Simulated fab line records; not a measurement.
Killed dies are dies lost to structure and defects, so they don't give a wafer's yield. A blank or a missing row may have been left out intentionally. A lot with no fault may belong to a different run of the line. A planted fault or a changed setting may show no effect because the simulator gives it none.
fab line records	flow n5Finfet
[record] lots = 24	wafers = 72	lastDay = 19
route steps=1938 shown SD_EPI_P@322 SDB@369 DUMMY_REMOVAL@377 HKMG_FIN@386
lots with no fault: from the same line, run without faults
startH: start of the lot's first displayed wafer, in hours after the record's first day	waitH: how many hours have passed since the lot's step before this one	" identical to the entry in the row above	L1.1+2: one row covering several wafers at once	- either no value or no given start	* or withheld: withheld	< > ~ a bound
route shown NAME@n: NAME is a module with steps in the file, n the number in the route of the first one	usual: mean/standard deviation taken from wafers without a fault	same: alike in all rows	chamber/n: place in a boat	sites: readings site by site	_std_site: how widely they spread, as a standard deviation	_edge_site: inner sites' mean taken away from outer sites' mean	radiusMm: for every site, how far away it sits from the centre of the wafer	mask NAME#n: copy n	behind: the tool/chamber that last shaped the wafer	hold: why the lot was held/for how many hours/how that ended	device: which transistor (n, p or np) failed to switch	end of line: tests of these same wafers at the route's end	a step without rows: its recipe alone	killed: the dies lost at the first sort to structure and to defects; this is not the yield of the wafer	map: shows each die of a wafer: x if killed, . if not, _ if none is there
set.NAME: the setting as run; set.NAME@STEP: as run at that earlier step	model.NAME: the simulator's own value behind a step, which no gauge read
one table for each step of the route and one row for each wafer, over a sample of lots
services: the hour from which a tool's chamber was out of use, counted from the record's first day as startH (under 0 if before that day), plus the number of hours and why
[[steps]]
[step N5_SD_EPI_P_EPI_MEAS_23]
[recipe] mode = xrd
[usual] thkNm = 60.9/1.3
lot.wafer	tool	chamber	startH	waitH	thkNm
L074.1	filmMetro-01	-	56.37	1.9	62.1
L074.2	"	-	"	"	60.5
L074.6	"	-	"	"	61.7
L075.2	filmMetro-01	-	69.11	1.5	61.8
L075.3	"	-	"	"	61.2
L075.5	"	-	"	"	62.5
L076.3	filmMetro-02	-	73.42	1.5	61.3
L076.4	"	-	"	"	61.3
L076.5	"	-	"	"	60.4
L077.2	filmMetro-01	-	76.95	1.5	60.3
L077.3	"	-	"	"	61.1
L077.5	"	-	"	"	60.4
L078.3	filmMetro-02	-	83.54	1.1	61.9
L078.4	"	-	"	"	61.0
L078.6	"	-	"	"	60.2
L079.1	filmMetro-02	-	87.73	1.8	60.5
L079.3	"	-	"	"	61.9
L079.4	"	-	"	"	62.6
L080.3	filmMetro-02	-	92.70	1.1	61.2
L080.4	"	-	"	"	60.6
L080.5	"	-	"	"	61.0
L081.4	filmMetro-02	-	100.34	0.8	59.5
L081.5	"	-	"	"	60.0
L081.6	"	-	"	"	64.1
L082.1	filmMetro-02	-	108.30	1.8	62.1
L082.2	"	-	"	"	59.6
L082.4	"	-	"	"	61.7
L083.1	filmMetro-01	-	114.42	1.8	64.9
L083.4	"	-	"	"	62.0
L083.5	"	-	"	"	61.9
L084.4	filmMetro-01	-	118.81	0.8	60.9
L084.5	"	-	"	"	61.6
L084.6	"	-	"	"	60.5
L085.1	filmMetro-01	-	125.99	1.8	59.8
L085.2	"	-	"	"	62.9
L085.6	"	-	"	"	63.9
L086.2	filmMetro-01	-	130.06	1.5	61.5
L086.3	"	-	"	"	63.0
L086.4	"	-	"	"	63.1
L087.2	filmMetro-02	-	135.30	1.5	61.9
L087.3	"	-	"	"	60.7
L087.4	"	-	"	"	60.7
L088.1	filmMetro-02	-	141.47	1.8	60.5
L088.3	"	-	"	"	60.9
L088.5	"	-	"	"	61.5
L089.2	filmMetro-02	-	147.56	1.5	59.9
L089.4	"	-	"	"	58.3
L089.5	"	-	"	"	60.3
L090.1	filmMetro-02	-	152.82	1.8	60.1
L090.2	"	-	"	"	60.9
L090.4	"	-	"	"	61.9
L091.2	filmMetro-01	-	158.14	1.5	59.5
L091.4	"	-	"	"	59.4
L091.5	"	-	"	"	61.7
L092.1	filmMetro-02	-	164.09	1.8	60.5
L092.2	"	-	"	"	61.1
L092.3	"	-	"	"	58.6
L093.1	filmMetro-01	-	170.63	1.8	60.4
L093.2	"	-	"	"	59.3
L093.4	"	-	"	"	61.1
L094.2	filmMetro-01	-	180.41	2.0	60.0
L094.3	"	-	"	"	61.4
L094.4	"	-	"	"	61.8
L095.3	filmMetro-02	-	183.48	1.5	61.3
L095.4	"	-	"	"	60.7
L095.5	"	-	"	"	61.2
L096.2	filmMetro-02	-	191.50	2.0	58.6
L096.3	"	-	"	"	60.2
L096.5	"	-	"	"	59.4
L097.2	filmMetro-01	-	194.94	1.5	59.4
L097.4	"	-	"	"	60.6
L097.6	"	-	"	"	61.6
[step N5_SDB_CUT_ETCH_26]
[recipe] chemistry = HBr/Cl2/O2	target = Si	targetDepthA = 1296	btTimeS = 20	maskMaterial = SiNx	timeS = 51.8	ionEnergyEv = *	biasW = *	pressureMtorr = 10	icpW = 800	HBr_flow_sccm = 150	Cl2_flow_sccm = 80	O2_flow_sccm = 12
[usual] drypumpMotorCurrentA = 5.6/0.52	oes_o_777_au = 1.00/0.054	oesProductAu = 1.006/0.01	throttleValvePct = 37.1/0.35
lot.wafer	tool	chamber	startH	waitH	drypumpMotorCurrentA	oes_o_777_au	oesProductAu	rfHoursCounterH	throttleValvePct
L074.1	rieSi-06	3	64.98	0.1	5.3	0.95	1.004	104	37.7
L074.2	"	2	"	"	5.1	1.09	0.996	12	36.7
L074.6	"	2	"	"	5.1	1.09	0.998	-	36.7
L075.2	rieSi-05	2	78.38	0.1	6.2	1.00	1.000	41	37.2
L075.3	"	3	"	"	6.8	0.95	1.018	124	36.9
L075.5	"	2	"	"	6.2	1.01	0.998	-	37.2
L076.3	rieSi-02	1	81.69	0.1	5.5	1.11	1.021	174	36.8
L076.4	"	2	"	"	5.9	0.98	1.011	21	37.1
L076.5	"	0	"	"	5.2	0.93	1.003	-	37.1
L077.2	rieSi-05	0	86.11	0.1	5.2	0.99	0.994	95	36.7
L077.3	"	3	"	"	6.8	0.94	1.019	124	36.9
L077.5	"	3	"	"	6.8	0.95	1.023	-	36.9
L078.3	rieSi-06	3	92.18	0.1	5.3	0.95	1.005	104	37.7
L078.4	"	1	"	"	5.3	1.03	0.997	-	37.7
L078.6	"	2	"	"	5.1	1.08	0.999	-	36.7
L079.1	rieSi-05	1	96.63	0.1	5.8	0.96	0.987	9	37.1
L079.3	"	2	"	"	6.2	0.99	0.996	41	37.2
L079.4	"	0	"	"	5.2	1.00	1.004	95	36.7
L080.3	rieSi-05	2	103.01	0.1	6.2	0.99	1.005	41	37.2
L080.4	"	3	"	"	6.7	0.94	1.018	124	36.9
L080.5	"	1	"	"	5.8	0.95	0.994	-	37.1
L081.4	rieSi-05	0	117.25	0.1	5.2	0.99	1.005	96	36.6
L081.5	"	0	"	"	5.2	0.99	1.000	-	36.6
L081.6	"	1	"	"	5.9	0.96	0.990	-	37.1
L082.1	rieSi-02	1	118.15	0.1	5.5	1.11	1.018	175	36.8
L082.2	"	2	"	"	5.9	0.99	1.014	22	37.1
L082.4	"	0	"	"	5.2	0.93	1.011	24	37.1
L083.1	rieSi-02	3	122.84	0.1	5.4	1.04	1.015	24	36.7
L083.4	"	0	"	"	5.2	0.94	1.005	24	37.1
L083.5	"	3	"	"	5.4	1.04	1.015	-	36.7
L084.4	rieSi-06	3	128.14	0.1	5.3	0.94	1.002	-	37.7
L084.5	"	2	"	"	5.1	1.09	0.996	-	36.7
L084.6	"	1	"	"	5.2	1.04	0.991	-	37.7
L085.1	rieSi-06	2	134.51	0.1	5.1	1.09	0.998	13	36.7
L085.2	"	3	"	"	5.3	0.95	1.008	105	37.7
L085.6	"	1	"	"	5.3	1.04	0.996	-	37.7
L086.2	rieSi-06	1	139.29	0.1	5.3	1.03	0.993	133	37.7
L086.3	"	2	"	"	5.0	1.09	1.002	13	36.7
L086.4	"	2	"	"	5.0	1.08	1.004	-	36.7
L087.2	rieSi-05	0	144.20	0.1	5.2	0.99	1.002	96	36.6
L087.3	"	1	"	"	5.8	0.96	0.989	10	37.1
L087.4	"	2	"	"	6.2	1.00	1.005	42	37.2
L088.1	rieSi-05	1	150.71	0.1	5.9	0.95	0.988	10	37.1
L088.3	"	2	"	"	6.2	1.00	0.997	42	37.2
L088.5	"	3	"	"	6.8	0.94	1.017	-	36.9
L089.2	rieSi-06	2	157.43	0.1	5.1	1.08	0.999	14	36.7
L089.4	"	2	"	"	5.1	1.08	0.996	-	36.7
L089.5	"	3	"	"	5.3	0.94	1.006	-	37.7
L090.1	rieSi-05	3	161.34	0.1	6.8	0.94	1.016	126	36.9
L090.2	"	0	"	"	5.2	0.99	0.996	96	36.7
L090.4	"	2	"	"	6.2	1.00	1.004	42	37.2
L091.2	rieSi-05	0	166.83	0.1	5.3	0.99	1.015	96	36.7
L091.4	"	2	"	"	6.2	1.00	1.000	43	37.2
L091.5	"	0	"	"	5.3	1.00	1.000	-	36.7
L092.1	rieSi-02	2	173.17	0.1	5.9	0.98	1.010	23	37.1
L092.2	"	1	"	"	5.5	1.10	1.009	176	36.8
L092.3	"	0	"	"	5.2	0.94	1.004	25	37.1
L093.1	rieSi-02	2	179.13	0.1	5.9	0.99	1.016	23	37.1
L093.2	"	1	"	"	5.4	1.11	1.015	176	36.8
L093.4	"	0	"	"	5.2	0.93	1.003	25	37.1
L094.2	rieSi-05	0	188.94	0.1	5.2	0.99	1.003	97	36.6
L094.3	"	1	"	"	5.8	0.96	0.996	11	37.1
L094.4	"	2	"	"	6.2	1.00	0.996	43	37.2
L095.3	rieSi-02	2	192.60	0.1	5.9	0.99	1.015	23	37.1
L095.4	"	3	"	"	5.4	1.04	1.029	25	36.7
L095.5	"	3	"	"	5.4	1.04	1.024	-	36.7
L096.2	rieSi-02	2	200.26	0.1	5.9	0.99	1.016	23	37.1
L096.3	"	0	"	"	5.2	0.94	1.003	25	37.1
L096.5	"	0	"	"	5.2	0.94	1.001	-	37.1
L097.2	rieSi-06	3	203.36	0.1	5.3	0.95	1.005	107	37.7
L097.4	"	0	"	"	5.4	0.96	0.997	170	37.4
L097.6	"	2	"	"	5.0	1.09	1.004	-	36.7
[step N5_DUMMY_REMOVAL_HM_STRIP_01]
[recipe] chemistry = CH3F/O2	material = SiNx	targetDepthA = 40	stopOn = poly-Si	timeS = 6.8	overEtchFrac = 0.3	ionEnergyEv = 60	powerW = 410	biasW = 29	Ar_flow_sccm = 150	CH3F_flow_sccm = 30	O2_flow_sccm = 20
[usual] drypumpMotorCurrentA = 6.1/0.51	oesProductAu = 0.61/0.054	rfVppV = 127.1/0.92	showerheadPlenumPTorr = 1.99/0.062	throttleValvePct = 16.37/0.21
lot.wafer	tool	chamber	startH	waitH	drypumpMotorCurrentA	oesProductAu	rfHoursCounterH	rfVppV	showerheadPlenumPTorr	throttleValvePct
L074.1	rieDiel-06	2	68.68	0.5	6.7	0.60	184	126.0	1.92	16.51
L074.2	"	0	"	"	6.5	0.80	1	128.3	2.06	16.02
L074.6	"	1	"	"	5.8	0.64	-	126.4	1.93	16.00
L075.2	rieDiel-02	3	81.74	0.0	6.5	0.67	81	127.6	1.92	16.36
L075.3	"	0	"	"	6.6	0.62	122	126.6	2.01	16.52
L075.5	"	3	"	"	6.5	0.67	-	127.9	1.92	16.36
L076.3	rieDiel-02	3	85.05	0.1	6.5	0.66	82	126.5	1.92	16.36
L076.4	"	1	"	"	5.7	0.60	151	128.5	2.08	16.28
L076.5	"	3	"	"	6.5	0.66	-	125.5	1.92	16.35
L077.2	rieDiel-05	2	89.40	0.1	6.7	0.59	200	127.1	1.99	16.28
L077.3	"	3	"	"	5.2	0.61	163	128.8	2.02	16.42
L077.5	"	0	"	"	6.0	0.57	-	127.3	2.04	16.28
L078.3	rieDiel-05	0	95.46	0.0	5.9	0.57	244	129.1	2.04	16.27
L078.4	"	1	"	"	5.7	0.59	177	127.8	1.92	16.62
L078.6	"	0	"	"	5.9	0.58	-	126.7	2.04	16.28
L079.1	rieDiel-02	3	99.90	0.0	6.5	0.66	87	126.0	1.92	16.36
L079.3	"	2	"	"	5.8	0.58	190	127.8	1.99	16.45
L079.4	"	3	"	"	6.5	0.66	-	126.6	1.92	16.36
L080.3	rieDiel-05	1	106.28	0.0	5.7	0.59	180	126.6	1.92	16.61
L080.4	"	3	"	"	5.2	0.60	169	125.8	2.01	16.44
L080.5	"	1	"	"	5.7	0.59	-	126.2	1.92	16.60
L081.4	rieDiel-05	0	120.52	0.0	6.0	0.57	250	127.8	2.04	16.29
L081.5	"	3	"	"	5.2	0.61	-	126.4	2.01	16.42
L081.6	"	0	"	"	5.9	0.57	-	126.8	2.04	16.28
L082.1	rieDiel-06	0	121.42	0.0	6.4	0.75	17	128.1	2.05	16.04
L082.2	"	2	"	"	6.7	0.58	202	126.2	1.91	16.55
L082.4	"	1	"	"	5.7	0.63	131	128.2	1.92	16.02
L083.1	rieDiel-06	2	126.11	0.0	6.7	0.59	203	127.8	1.91	16.56
L083.4	"	0	"	"	6.5	0.75	18	126.1	2.06	16.04
L083.5	"	2	"	"	6.7	0.58	-	127.2	1.91	16.56
L084.4	rieDiel-02	3	131.37	0.0	6.5	0.65	96	126.9	1.92	16.38
L084.5	"	2	"	"	5.9	0.57	-	126.1	1.98	16.45
L084.6	"	3	"	"	6.5	0.65	-	126.3	1.92	16.39
L085.1	rieDiel-02	1	137.78	0.0	5.7	0.60	159	128.3	2.07	16.28
L085.2	"	3	"	"	6.6	0.65	98	126.1	1.92	16.38
L085.6	"	3	"	"	6.5	0.65	-	127.1	1.92	16.36
L086.2	rieDiel-05	2	142.64	0.1	6.7	0.58	216	126.5	1.98	16.33
L086.3	"	3	"	"	5.2	0.60	180	127.6	2.01	16.44
L086.4	"	1	"	"	5.8	0.59	-	128.2	1.91	16.61
L087.2	rieDiel-05	1	147.50	0.1	5.7	0.58	193	126.0	1.91	16.63
L087.3	"	0	"	"	6.0	0.80	0	125.8	2.04	15.78
L087.4	"	2	"	"	6.8	0.57	218	126.4	1.98	16.34
L088.1	rieDiel-05	2	153.99	0.0	6.7	0.58	219	128.0	1.98	16.32
L088.3	"	0	"	"	5.9	0.79	2	127.3	2.04	15.77
L088.5	"	2	"	"	6.7	0.58	-	128.0	1.98	16.33
L089.2	rieDiel-06	0	160.87	0.2	6.4	0.73	27	127.0	2.05	16.05
L089.4	"	3	"	"	5.6	0.59	162	127.2	2.08	16.51
L089.5	"	2	"	"	6.7	0.58	-	126.0	1.91	16.57
L090.1	rieDiel-06	2	164.61	0.0	6.7	0.58	212	126.6	1.91	16.58
L090.2	"	1	"	"	5.8	0.62	141	125.9	1.92	16.06
L090.4	"	0	"	"	6.4	0.74	28	127.7	2.05	16.07
L091.2	rieDiel-05	3	170.40	0.0	5.2	0.60	188	127.0	2.01	16.46
L091.4	"	1	"	"	5.7	0.59	199	125.2	1.91	16.63
L091.5	"	1	"	"	5.7	0.58	-	125.4	1.91	16.66
L092.1	rieDiel-06	2	176.63	0.2	6.7	0.57	216	126.4	1.91	16.57
L092.2	"	0	"	"	6.4	0.72	31	127.0	2.05	16.06
L092.3	"	1	"	"	5.8	0.62	145	127.7	1.92	16.05
L093.1	rieDiel-05	2	182.92	0.0	6.8	0.57	228	127.5	1.98	16.35
L093.2	"	3	"	"	5.2	0.60	192	126.1	2.01	16.47
L093.4	"	1	"	"	5.7	0.59	203	126.5	1.91	16.66
L094.2	rieDiel-06	0	194.15	0.0	6.5	0.72	36	127.0	2.05	16.07
L094.3	"	3	"	"	5.6	0.59	171	127.2	2.08	16.52
L094.4	"	2	"	"	6.8	0.58	221	126.8	1.90	16.59
L095.3	rieDiel-02	2	195.97	0.0	5.9	0.56	218	126.8	1.98	16.48
L095.4	"	1	"	"	5.7	0.58	177	127.0	2.07	16.34
L095.5	"	2	"	"	5.9	0.56	-	126.1	1.98	16.47
L096.2	rieDiel-06	2	203.53	0.0	6.7	0.58	222	127.2	1.90	16.61
L096.3	"	3	"	"	5.5	0.58	174	128.6	2.08	16.54
L096.5	"	2	"	"	6.7	0.58	-	126.4	1.90	16.58
L097.2	rieDiel-06	3	206.64	0.0	5.6	0.58	175	129.3	2.08	16.53
L097.4	"	2	"	"	6.7	0.57	223	126.7	1.90	16.60
L097.6	"	1	"	"	5.8	0.62	-	126.2	1.91	16.08
[step N5_DUMMY_REMOVAL_INSPECT_06]
[recipe] inspectInstrument = brightfield	mode = aei
[usual] rawDefectCount = 12/5.4
lot.wafer	tool	chamber	startH	waitH	rawDefectCount
L074.1	defectInspect-02	-	68.88	0.0	16
L074.2	"	-	"	"	9
L074.6	"	-	"	"	5
L075.2	defectInspect-02	-	81.93	0.0	9
L075.3	"	-	"	"	11
L075.5	"	-	"	"	13
L076.3	defectInspect-01	-	85.25	0.0	6
L076.4	"	-	"	"	7
L076.5	"	-	"	"	13
L077.2	defectInspect-01	-	89.60	0.0	15
L077.3	"	-	"	"	19
L077.5	"	-	"	"	9
L078.3	defectInspect-02	-	95.67	0.0	10
L078.4	"	-	"	"	8
L078.6	"	-	"	"	18
L079.1	defectInspect-01	-	100.10	0.0	17
L079.3	"	-	"	"	18
L079.4	"	-	"	"	9
L080.3	defectInspect-01	-	106.48	0.0	9
L080.4	"	-	"	"	6
L080.5	"	-	"	"	9
L081.4	defectInspect-01	-	120.72	0.0	9
L081.5	"	-	"	"	12
L081.6	"	-	"	"	13
L082.1	defectInspect-01	-	121.62	0.0	34
L082.2	"	-	"	"	29
L082.4	"	-	"	"	18
L083.1	defectInspect-02	-	126.31	0.0	5
L083.4	"	-	"	"	7
L083.5	"	-	"	"	20
L084.4	defectInspect-01	-	131.61	0.0	9
L084.5	"	-	"	"	25
L084.6	"	-	"	"	12
L085.1	defectInspect-01	-	137.98	0.0	18
L085.2	"	-	"	"	16
L085.6	"	-	"	"	12
L086.2	defectInspect-01	-	142.84	0.0	19
L086.3	"	-	"	"	20
L086.4	"	-	"	"	8
L087.2	defectInspect-01	-	147.69	0.0	10
L087.3	"	-	"	"	11
L087.4	"	-	"	"	4
L088.1	defectInspect-02	-	154.18	0.0	12
L088.3	"	-	"	"	8
L088.5	"	-	"	"	24
L089.2	defectInspect-02	-	161.07	0.0	15
L089.4	"	-	"	"	7
L089.5	"	-	"	"	13
L090.1	defectInspect-02	-	164.81	0.0	10
L090.2	"	-	"	"	14
L090.4	"	-	"	"	9
L091.2	defectInspect-02	-	170.60	0.0	5
L091.4	"	-	"	"	12
L091.5	"	-	"	"	8
L092.1	defectInspect-01	-	176.82	0.0	23
L092.2	"	-	"	"	11
L092.3	"	-	"	"	15
L093.1	defectInspect-01	-	183.12	0.0	9
L093.2	"	-	"	"	12
L093.4	"	-	"	"	6
L094.2	defectInspect-02	-	194.36	0.0	13
L094.3	"	-	"	"	30
L094.4	"	-	"	"	13
L095.3	defectInspect-02	-	196.16	0.0	13
L095.4	"	-	"	"	10
L095.5	"	-	"	"	9
L096.2	defectInspect-01	-	203.73	0.0	13
L096.3	"	-	"	"	18
L096.5	"	-	"	"	13
L097.2	defectInspect-02	-	206.84	0.0	10
L097.4	"	-	"	"	15
L097.6	"	-	"	"	18
[step N5_HKMG_FIN_HK_ALD_01]
[recipe] material = HfO2	targetThkA = 16	tempC = withheld	aldPrecursorFamily = HfCl4	aldCoReactant = H2O	pulseTimeS = 3	purgeTimeS = 3	coReactantPurgeTimeS = 2.5	coReactantPulseTimeS = 0.3	aldCycles = 30
[usual] precursorPulseHeightRel = 0.998/0.02
lot.wafer	tool	chamber	startH	waitH	precursorPulseHeightRel	sinceWetCleanH
L074.1	aldHk-01	1	69.24	0.0	0.984	949
L074.2	"	0	"	"	1.000	949
L074.6	"	3	"	"	0.997	-
L075.2	aldHk-01	1	82.29	0.0	1.024	962
L075.3	"	3	"	"	1.003	962
L075.5	"	1	"	"	1.001	-
L076.3	aldHk-02	0	85.60	0.0	1.016	56
L076.4	"	2	"	"	0.994	56
L076.5	"	0	"	"	1.015	-
L077.2	aldHk-02	1	90.01	0.1	1.017	60
L077.3	"	0	"	"	0.955	60
L077.5	"	2	"	"	0.970	-
L078.3	aldHk-02	0	96.02	0.0	0.985	66
L078.4	"	2	"	"	0.994	66
L078.6	"	0	"	"	0.978	-
L079.1	aldHk-02	0	100.45	0.0	1.002	70
L079.3	"	3	"	"	1.004	70
L079.4	"	2	"	"	1.004	70
L080.3	aldHk-02	2	106.84	0.0	1.005	77
L080.4	"	0	"	"	0.991	77
L080.5	"	0	"	"	0.983	-
L081.4	aldHk-02	0	121.08	0.0	0.972	91
L081.5	"	0	"	"	1.017	-
L081.6	"	3	"	"	0.966	-
L082.1	aldHk-03	1	121.98	0.0	1.056	1898
L082.2	"	3	"	"	1.016	1898
L082.4	"	2	"	"	1.020	1898
L083.1	aldHk-01	1	126.67	0.0	1.000	1007
L083.4	"	2	"	"	0.956	1007
L083.5	"	0	"	"	1.010	-
L084.4	aldHk-02	0	132.04	0.1	0.993	102
L084.5	"	2	"	"	1.001	-
L084.6	"	3	"	"	1.009	-
L085.1	aldHk-02	0	138.40	0.1	1.014	108
L085.2	"	2	"	"	0.980	108
L085.6	"	2	"	"	1.008	-
L086.2	aldHk-03	0	143.25	0.1	0.998	1919
L086.3	"	3	"	"	0.993	1919
L086.4	"	2	"	"	0.963	1919
L087.2	aldHk-03	0	148.05	0.0	0.971	1924
L087.3	"	1	"	"	1.012	1924
L087.4	"	3	"	"	1.006	1924
L088.1	aldHk-01	1	154.54	0.0	1.008	1035
L088.3	"	3	"	"	0.997	1035
L088.5	"	3	"	"	0.984	-
L089.2	aldHk-02	0	161.42	0.0	0.962	131
L089.4	"	1	"	"	1.007	131
L089.5	"	2	"	"	1.003	-
L090.1	aldHk-01	0	165.17	0.0	1.004	1045
L090.2	"	2	"	"	1.034	1045
L090.4	"	1	"	"	0.993	1045
L091.2	aldHk-01	1	170.95	0.0	1.015	1051
L091.4	"	2	"	"	1.020	1051
L091.5	"	1	"	"	1.003	-
L092.1	aldHk-01	0	177.18	0.0	1.020	1057
L092.2	"	2	"	"	0.978	1057
L092.3	"	1	"	"	0.970	1057
L093.1	aldHk-03	0	183.48	0.0	0.993	1960
L093.2	"	3	"	"	1.050	1960
L093.4	"	1	"	"	0.996	1960
L094.2	aldHk-03	3	194.72	0.0	0.995	1971
L094.3	"	2	"	"	0.990	1971
L094.4	"	1	"	"	0.976	1971
L095.3	aldHk-02	2	196.52	0.0	1.005	167
L095.4	"	0	"	"	0.987	167
L095.5	"	0	"	"	0.988	-
L096.2	aldHk-03	3	204.11	0.0	1.025	1980
L096.3	"	0	"	"	0.987	1980
L096.5	"	3	"	"	0.989	-
L097.2	aldHk-02	3	207.20	0.0	0.965	177
L097.4	"	0	"	"	0.963	177
L097.6	"	1	"	"	0.977	-
[step N5_HKMG_FIN_ETCHBACK_68]
[recipe] chemistry = Cl2/Ar	stopOn = HfO2	targetDepthA = 5	pressureMtorr = 10	icpW = 600	biasW = 60	Cl2_flow_sccm = 40	Ar_flow_sccm = 60
[usual] drypumpMotorCurrentA = 5.7/0.51	oesProductAu = 0.75/0.13	throttleValvePct = 21.04/0.28
lot.wafer	tool	chamber	startH	waitH	drypumpMotorCurrentA	oesProductAu	rfHoursCounterH	throttleValvePct
L074.1	rieMetal-03	0	76.58	0.0	6.7	0.94	2	20.32
L074.2	"	1	"	"	5.3	0.59	139	21.17
L074.6	"	1	"	"	5.3	0.59	-	21.16
L075.2	rieMetal-01	0	90.26	0.0	5.8	0.69	77	21.33
L075.3	"	0	"	"	5.9	0.69	-	21.35
L075.5	"	1	"	"	5.4	0.90	-	20.89
L076.3	rieMetal-01	1	93.17	0.1	5.4	0.89	-	20.89
L076.4	"	0	"	"	5.8	0.69	-	21.34
L076.5	"	1	"	"	5.4	0.89	-	20.90
L077.2	rieMetal-02	0	97.17	0.0	5.3	0.58	146	20.85
L077.3	"	1	"	"	6.7	0.70	-	21.13
L077.5	"	0	"	"	5.3	0.58	-	20.85
L078.3	rieMetal-02	0	103.48	0.1	5.3	0.57	-	20.84
L078.4	"	1	"	"	6.7	0.70	-	21.13
L078.6	"	0	"	"	5.3	0.58	-	20.85
L079.1	rieMetal-01	1	107.65	0.0	5.4	0.88	11	20.89
L079.3	"	0	"	"	5.8	0.69	-	21.33
L079.4	"	1	"	"	5.4	0.88	-	20.91
L080.3	rieMetal-01	1	114.05	0.1	5.4	0.88	-	20.91
L080.4	"	0	"	"	5.8	0.69	-	21.37
L080.5	"	0	"	"	5.8	0.69	-	21.35
L081.4	rieMetal-01	1	128.62	0.1	5.4	0.87	-	20.90
L081.5	"	1	"	"	5.4	0.88	-	20.92
L081.6	"	0	"	"	5.8	0.69	-	21.35
L082.1	rieMetal-01	0	129.02	0.0	5.9	0.69	80	21.35
L082.2	"	1	"	"	5.4	0.88	12	20.91
L082.4	"	1	"	"	5.4	0.88	-	20.90
L083.1	rieMetal-03	1	133.99	0.0	5.3	0.58	144	21.20
L083.4	"	1	"	"	5.3	0.58	-	21.19
L083.5	"	1	"	"	5.3	0.59	-	21.18
L084.4	rieMetal-03	1	139.40	0.1	5.3	0.58	-	21.17
L084.5	"	1	"	"	5.3	0.58	-	21.19
L084.6	"	1	"	"	5.3	0.58	-	21.19
L085.1	rieMetal-03	1	145.59	0.0	5.3	0.58	146	21.21
L085.2	"	1	"	"	5.3	0.58	-	21.18
L085.6	"	1	"	"	5.3	0.58	-	21.20
L086.2	rieMetal-02	0	150.54	0.0	5.3	0.96	2	20.56
L086.3	"	1	"	"	6.7	0.69	-	21.16
L086.4	"	0	"	"	5.3	0.98	-	20.58
L087.2	rieMetal-01	1	156.39	0.0	5.4	0.87	14	20.91
L087.3	"	1	"	"	5.4	0.87	-	20.91
L087.4	"	0	"	"	5.8	0.68	-	21.37
L088.1	rieMetal-03	1	161.94	0.0	5.3	0.58	149	21.21
L088.3	"	1	"	"	5.3	0.57	-	21.23
L088.5	"	1	"	"	5.3	0.58	-	21.19
L089.2	rieMetal-01	1	169.04	0.0	5.4	0.86	16	20.93
L089.4	"	0	"	"	5.8	0.68	-	21.37
L089.5	"	1	"	"	5.4	0.87	-	20.90
L090.1	rieMetal-02	0	172.28	0.0	5.3	0.95	3	20.57
L090.2	"	1	"	"	6.7	0.69	91	21.15
L090.4	"	0	"	"	5.3	0.95	-	20.56
L091.2	rieMetal-02	1	178.82	0.0	6.7	0.68	91	21.17
L091.4	"	1	"	"	6.7	0.69	-	21.14
L091.5	"	1	"	"	6.7	0.69	-	21.16
L092.1	rieMetal-02	0	184.19	0.0	5.3	0.95	4	20.57
L092.2	"	1	"	"	6.7	0.68	92	21.14
L092.3	"	0	"	"	5.3	0.94	-	20.56
L093.1	rieMetal-01	1	190.90	0.0	5.4	0.85	17	20.92
L093.2	"	0	"	"	5.8	0.67	86	21.37
L093.4	"	0	"	"	5.9	0.67	-	21.37
L094.2	rieMetal-03	1	201.86	0.0	5.3	1.00	0	20.93
L094.3	"	0	"	"	6.7	0.89	-	20.33
L094.4	"	1	"	"	5.3	0.99	-	20.94
L095.3	rieMetal-01	1	203.47	0.1	5.4	0.85	-	20.92
L095.4	"	0	"	"	5.8	0.68	-	21.36
L095.5	"	0	"	"	5.8	0.67	-	21.38
L096.2	rieMetal-02	1	211.47	0.0	6.7	0.68	94	21.15
L096.3	"	0	"	"	5.3	0.92	-	20.58
L096.5	"	1	"	"	6.7	0.67	-	21.15
L097.2	rieMetal-01	0	215.27	0.0	5.9	0.68	87	21.35
L097.4	"	0	"	"	5.9	0.68	-	21.36
L097.6	"	0	"	"	5.9	0.67	-	21.36
[[services]]
tool	chamber	startH	hours	kind
aldHk-01	-	44.96	1.4	repair
rieMetal-03	1	45.44	2.1	repair
rieDiel-05	-	51.87	28.1	pm
rieSi-05	2	52.13	2.3	repair
rieDiel-02	0	52.41	13.2	repair
rieMetal-03	-	52.41	14.6	pm
aldHk-01	-	52.81	8.7	pm
rieSi-05	-	59.63	0.4	repair
rieSi-05	0	69.78	14.4	repair
aldHk-02	-	72.32	6.0	pm
rieSi-06	0	82.82	81.4	repair
aldHk-01	-	86.87	2.8	pm
rieDiel-02	1	93.14	16.4	repair
rieSi-02	0	102.44	4.2	repair
rieSi-05	2	111.77	4.0	repair
rieMetal-03	0	111.97	59.1	repair
rieSi-05	-	135.20	2.8	pm
rieSi-02	1	146.42	1.5	repair
aldHk-03	-	160.87	0.4	repair
rieMetal-02	0	169.19	2.9	repair
rieDiel-05	1	198.10	1.3	repair
rieSi-02	2	205.45	3.1	repair
rieMetal-02	0	213.82	4.2	repair
rieSi-05	0	214.78	4.4	repair
[[key]]
fault none
